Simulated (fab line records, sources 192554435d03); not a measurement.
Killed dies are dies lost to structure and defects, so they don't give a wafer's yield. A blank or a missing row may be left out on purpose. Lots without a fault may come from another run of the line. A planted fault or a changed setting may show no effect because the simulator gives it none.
Chamber matching | flow n5_finfet | N5_BEOL_M0_SAQP_ETCH_107 on rie_diel-03: 4 sister chambers
The step etches SiNx in CH3F/O2, target depth 30 nm. 4 wafers are shown with their chamber, then 8 later ones without.

WAFERS WITH THEIR CHAMBER
wafer  | chamber | rf_vpp_V (V)
L090.2 | 1       | 301
L090.4 | 3       | 280
L090.6 | 0       | 313
L091.1 | 2       | 300

WAFERS WITHOUT THEIR CHAMBER
wafer  | rf_vpp_V (V)
L091.2 | 313
L091.6 | 311
L093.1 | 300
L093.2 | 278
L093.3 | 312
L094.2 | 312
L094.3 | 279
L094.5 | 299

WHICH CHAMBER EACH WENT THROUGH
wafer  | from the rows above     | in truth
L091.2 | 0                       | 0
L091.6 | 0                       | 0
L093.1 | can't be placed: 2 or 1 | 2
L093.2 | 3                       | 3
L093.3 | 0                       | 0
L094.2 | 0                       | 0
L094.3 | 3                       | 3
L094.5 | can't be placed: 2 or 1 | 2
Placed correctly: 6 of 8. Can't be placed from these rows: 2 (the true chamber is among the candidates in 2). Placed wrongly: 0.
How it was worked out, from the rows above alone: a wafer's distance from a chamber is the root of the sum, over the readings, of the square of ((its reading less the chamber's mean) divided by the reading's scatter). The wafer belongs to the nearest chamber; if the next one is less than 2 further off, it can't be placed. A chamber's mean is the mean of its shown wafers. The scatter: with one shown wafer a chamber, the root of the mean of the squares of how far each hidden wafer lies from its nearest shown one.
